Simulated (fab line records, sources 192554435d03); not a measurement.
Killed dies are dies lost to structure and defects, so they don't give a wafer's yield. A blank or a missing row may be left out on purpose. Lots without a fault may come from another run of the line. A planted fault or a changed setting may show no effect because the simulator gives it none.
fab line records | flow n5_finfet
record lots=11 wafers=32 last_day=18
route steps=1938 shown BEOL_M11@1577
lots that met no fault: from a run of the same line without faults
start_h: hours from the record's first day to the start of the lot's first wafer shown | wait_h: hours since the lot's step before | " the same as in the row above | L1.1+2: a row that stands for several wafers | - no value, or no start given | * or withheld: withheld | < > ~ a bound
route shown NAME@n: a module of which the file shows steps, and the number in the route of the first | usual: mean/standard deviation of fault-free wafers | same: alike in all rows | chamber/n: place in a boat | sites: the reading at each site | _std_site: their standard deviation | _edge_site: outer sites' mean less inner sites' | radius_mm: how far each site lies from the wafer's centre | mask NAME#n: copy n | behind: the tool/chamber that last shaped the wafer | hold: why the lot was held/for how many hours/how that ended | device: the transistor (n, p or np) that didn't switch | end of line: the same wafers' tests at the end of the route | a step without rows: its recipe alone | killed: dies lost to structure and defects at the first sort, not the wafer's yield | map: a wafer's dies, x killed, . not, _ none there
set.NAME: the setting as run; set.NAME@STEP: as run at that earlier step | model.NAME: the simulator's own value behind a step, which no gauge read
steps of the route over a sample of lots; a table a step, a row a wafer
services: from which hour (start_h, from the record's first day; less than 0 if before it) a tool's chamber was out of use, for how many hours, and why
## steps
# step N5_BEOL_M11_STRIP_36
# recipe chemistry=N2/H2 power_w=450 temp_c=40 pressure_mtorr=20 rf_frequency_hz=6e+07 overash_fraction=0.3 bias_power_w=7 h2_frac=0.5 n2_flow_sccm=200 h2_flow_sccm=200
# usual drypump_motor_current_A=5.8/0.47 oes_product_au=0.79/0.087 rf_vpp_V=59.3/1.8 showerhead_plenum_p_Torr=2.49/0.065 throttle_valve_pct=23.75/0.27
# columns lot.wafer tool chamber start_h wait_h drypump_motor_current_A oes_product_au rf_hours_counter_h rf_vpp_V showerhead_plenum_p_Torr throttle_valve_pct
L604.2 rie_diel-01 2 234.04 0.0 6.1 0.87 26 58.6 2.49 24.11
L604.3 " 3 " " 6.7 0.73 171 59.6 2.54 23.75
L604.4 " 0 " " 6.1 0.88 33 57.5 2.48 23.33
L605.3 rie_diel-01 0 245.13 0.0 6.1 0.88 37 59.0 2.47 23.32
L605.4 " 3 " " 6.7 0.72 175 61.1 2.53 23.74
L605.5 " 2 " " 6.1 0.87 - 58.5 2.49 24.10
L612.4 rie_diel-01 3 271.19 0.0 6.7 0.72 185 56.6 2.53 23.74
L612.5 " 0 " " 6.1 0.86 - 61.0 2.47 23.34
L612.6 " 3 " " 6.7 0.72 - 61.4 2.53 23.77
L611.2 rie_diel-01 0 274.86 0.0 6.1 0.86 47 61.0 2.47 23.34
L611.4 " 3 " " 6.7 0.72 186 59.6 2.53 23.76
L611.5 " 2 " " 6.1 0.85 - 62.4 2.49 24.15
L613.1 rie_diel-03 3 285.77 0.0 5.0 0.69 232 62.2 2.40 23.71
L613.2 " 1 " " 5.7 0.94 3 57.4 2.50 23.90
L613.6 " 3 " " 5.0 0.71 - 62.6 2.40 23.68
L614.3 rie_diel-01 1 290.26 0.0 5.9 0.81 102 56.3 2.44 23.22
L614.5 " 1 " " 5.9 0.83 - 60.5 2.44 23.29
L614.6 " 2 " " 6.1 0.85 - 60.4 2.48 24.15
L615.1 rie_diel-03 0 295.30 0.0 6.0 0.87 60 58.2 2.58 23.85
L615.5 " 2 " " 5.6 0.70 - 60.2 2.51 24.00
L621.2 rie_diel-03 3 328.67 0.0 5.0 0.69 247 60.0 2.39 23.74
L621.3 " 2 " " 5.6 0.69 230 60.0 2.50 24.01
L621.6 " 0 " " 6.0 0.86 - 59.2 2.57 23.88
L622.2 rie_diel-06 3 339.28 0.0 5.0 0.71 220 59.1 2.40 23.76
L622.3 " 0 " " 6.2 0.82 97 62.8 2.45 23.41
L622.4 " 0 " " 6.2 0.79 - 56.1 2.45 23.39
L625.2 rie_diel-01 0 357.85 0.0 6.1 0.84 75 59.8 2.46 23.41
L625.3 " 3 " " 6.7 0.70 213 59.9 2.52 23.86
L625.4 " 1 " " 5.9 0.81 124 57.3 2.43 23.26
L627.1 rie_diel-03 0 377.16 0.0 6.0 0.85 86 62.1 2.57 23.90
L627.4 " 1 " " 5.6 0.86 33 58.7 2.49 23.98
L627.5 " 3 " " 5.0 1.00 - 59.4 2.71 23.31
# step N5_BEOL_M11_ALD_74
# recipe material=TaN target_thk_a=20 temp_c=275 ald_precursor_family=PDMAT ald_co_reactant=NH3 pressure_torr=3 carrier_flow_sccm=1500 pulse_time_s=2 purge_time_s=3 co_reactant_purge_time_s=2 co_reactant_pulse_time_s=3 ald_cycles=40 precursor_vessel_temp_c=75 precursor_vessel_pressure_torr=26.25 precursor_vessel_carrier_sccm=1000
# usual heater_power_w=415/35
# same pulse_time_s=2
# columns lot.wafer tool chamber start_h wait_h heater_power_w
L604.2 ald_metal-02 3 235.14 0.1 403
L604.3 " 1 " " 418
L604.4 " 2 " " 380
L605.3 ald_metal-02 1 246.05 0.1 430
L605.4 " 3 " " 429
L605.5 " 3 " " 416
L612.4 ald_metal-02 0 272.35 0.0 373
L612.5 " 1 " " 417
L612.6 " 2 " " 381
L611.2 ald_metal-03 3 275.91 0.0 473
L611.4 " 1 " " 364
L611.5 " 3 " " 468
L613.1 ald_metal-02 1 286.63 0.1 427
L613.2 " 3 " " 413
L613.6 " 3 " " 415
L614.3 ald_metal-01 1 291.10 0.0 424
L614.5 " 3 " " 381
L614.6 " 0 " " 459
L615.1 ald_metal-01 2 296.76 0.1 451
L615.5 " 0 " " 464
L621.2 ald_metal-01 0 330.44 0.0 475
L621.3 " 2 " " 439
L621.6 " 2 " " 443
L622.2 ald_metal-02 1 340.43 0.0 429
L622.3 " 0 " " 368
L622.4 " 3 " " 422
L625.2 ald_metal-03 3 358.98 0.0 480
L625.3 " 0 " " 394
L625.4 " 2 " " 458
L627.1 ald_metal-01 1 378.19 0.1 423
L627.4 " 0 " " 450
L627.5 " 3 " " 372
# step N5_BEOL_M11_ECD_50
# recipe material=Cu target_thk_a=3180
# columns lot.wafer tool chamber start_h wait_h
L604.2+3+4 ecd_cu-01 1,0,1 235.91 0.1
L605.3+4+5 ecd_cu-02 1,0,1 246.93 0.2
L612.4+5+6 ecd_cu-01 0,0,1 274.90 0.1
L611.2+4+5 ecd_cu-02 0 276.81 0.1
L613.1+2+6 ecd_cu-01 1,0,1 287.20 0.1
L614.3+5+6 ecd_cu-02 1,0,1 291.70 0.1
L615.1+5 ecd_cu-02 1,0 297.75 0.1
L621.2+3+6 ecd_cu-01 1,1,0 331.04 0.1
L622.2+3+4 ecd_cu-01 0,0,1 341.42 0.1
L625.2+3+4 ecd_cu-02 1,1,0 359.56 0.1
L627.1+4+5 ecd_cu-01 0,1,0 378.89 0.1
# step N5_BEOL_M11_CMP_52
# recipe stop_on=SiCOH_lowk t_overpolish_s=7 down_force_psi=1 platen_rpm=50 clearing_platen_down_force_psi=1.5 clearing_platen_rpm=50 post_cmp_clean=cu_alkaline target_thk_nm=140 clearing_platen_pad_velocity_m_s=0.99484 pad_velocity_m_s=0.99484
# usual motor_current_A=5.8/0.69 time_to_endpoint_s=67/3.8
# columns lot.wafer tool chamber start_h wait_h motor_current_A time_to_endpoint_s
L604.3 cmp-01 0 236.36 0.2 5.5 64
L604.2 " 1 " " 5.7 63
L604.4 " 2 " " 6.8 64
L605.4 cmp-03 3 247.57 0.2 5.0 68
L605.3 " 0 " " 6.5 65
L605.5 " 2 " " 6.9 61
L612.4 cmp-03 1 275.32 0.2 5.6 68
L612.6 " 0 " " 6.2 67
L612.5 " 1 " " 5.7 69
L611.2 cmp-03 0 277.52 0.4 6.6 66
L611.4 " 1 " " 5.5 70
L611.5 " 0 " " 6.5 65
L613.1 cmp-02 3 287.68 0.3 5.1 73
L613.2 " 0 " " 5.6 78
L613.6 " 2 " " 5.6 72
L614.3 cmp-03 1 292.11 0.2 5.6 55
L614.5 " 0 " " 6.7 51
L614.6 " 1 " " 5.7 70
L615.1 cmp-01 2 298.26 0.3 6.7 64
L615.5 " 3 " " 6.2 51
L621.3 cmp-03 0 331.49 0.2 6.5 70
L621.2 " 3 " " 4.7 67
L621.6 " 0 " " 6.4 66
L622.4 cmp-02 3 342.19 0.4 5.1 72
L622.2 " 0 " " 5.4 72
L622.3 " 1 " " 5.3 73
L625.3 cmp-01 3 361.43 0.2 6.1 67
L625.4 " 0 " " 5.4 61
L625.2 " 1 " " 5.8 64
L627.4 cmp-02 2 379.48 0.1 5.4 66
L627.1 " 3 " " 5.2 71
L627.5 " 3 " " 5.3 71
# step N5_BEOL_M11_RS_MEAS_57
# recipe thk_meas_gauge=four-point-probe reads=Cu_of_BEOL_M11_ECD_50+Co_of_BEOL_M11_CVD_75+TaN_of_BEOL_M11_ALD_74
# usual M11_RS=0.151/0.0031
# columns lot.wafer tool chamber start_h wait_h M11_RS[ohm/sq]
L604.2 film_metro-01 - 236.74 0.0 0.151
L604.3 " - " " 0.150
L604.4 " - " " 0.150
L605.3 film_metro-01 - 247.92 0.0 0.148
L605.4 " - " " 0.144
L605.5 " - " " 0.149
L612.4 film_metro-01 - 275.73 0.1 0.151
L612.5 " - " " 0.151
L612.6 " - " " 0.150
L611.2 film_metro-01 - 277.97 0.1 0.149
L611.4 " - " " 0.148
L611.5 " - " " 0.148
L613.1 film_metro-02 - 288.03 0.0 0.154
L613.2 " - " " 0.149
L613.6 " - " " 0.152
L614.3 film_metro-01 - 292.50 0.0 0.150
L614.5 " - " " 0.151
L614.6 " - " " 0.146
L615.1 film_metro-01 - 298.68 0.0 0.153
L615.5 " - " " 0.157
L621.2 film_metro-02 - 331.94 0.1 0.153
L621.3 " - " " 0.158
L621.6 " - " " 0.151
L622.2 film_metro-02 - 342.62 0.0 0.148
L622.3 " - " " 0.150
L622.4 " - " " 0.153
L625.2 film_metro-02 - 361.81 0.0 0.151
L625.3 " - " " 0.148
L625.4 " - " " 0.151
L627.1 film_metro-02 - 379.90 0.0 0.148
L627.4 " - " " 0.149
L627.5 " - " " 0.148
## services
# columns tool chamber start_h hours kind
ecd_cu-01 - 211.78 2.0 repair
rie_diel-03 3 222.21 10.9 repair
ald_metal-02 - 233.97 0.9 repair
cmp-02 - 235.24 0.5 repair
rie_diel-03 - 252.59 14.6 pm
ecd_cu-01 - 252.78 7.3 pm
cmp-01 - 255.04 5.6 pm
cmp-01 - 262.95 15.5 pm
rie_diel-03 2 270.09 9.5 repair
ald_metal-02 2 281.18 43.6 repair
cmp-02 - 282.73 4.0 pm
cmp-03 - 298.82 4.0 pm
cmp-02 - 302.66 5.8 pm
ecd_cu-01 - 304.44 2.8 repair
cmp-01 - 312.11 2.6 repair
ald_metal-01 - 320.16 0.7 repair
cmp-02 - 325.38 5.3 pm
ald_metal-01 - 337.25 14.0 pm
cmp-03 - 341.90 4.8 pm
cmp-02 - 350.84 0.2 repair
cmp-03 - 353.14 18.4 pm
ecd_cu-02 - 360.66 5.8 repair
cmp-02 - 371.63 1.2 repair
ald_metal-02 - 376.42 0.4 repair
## key
first_sign step=N5_BEOL_M11_CMP_52 reading=time_to_endpoint_s direction=down sigmas=3.8 usual=* struck=*
effect none on later readings
met_at N5_BEOL_M11_ECD_50
struck_lots L614,L615
struck_wafers L614.3,L614.5,L615.5
not_acting_at N5_BEOL_M11_STRIP_36,N5_BEOL_M11_ALD_74,N5_BEOL_M11_RS_MEAS_57
onset_between 276.81 291.70
fault kind=process_parameter_drift tool=ecd_cu-02 chamber=- onset_h=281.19 steps=N5_BEOL_M11_ECD_50 channel=target_thk_a offset=* shape=step end_h=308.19 scope=struck_wafers_only acts_in=* stated=*
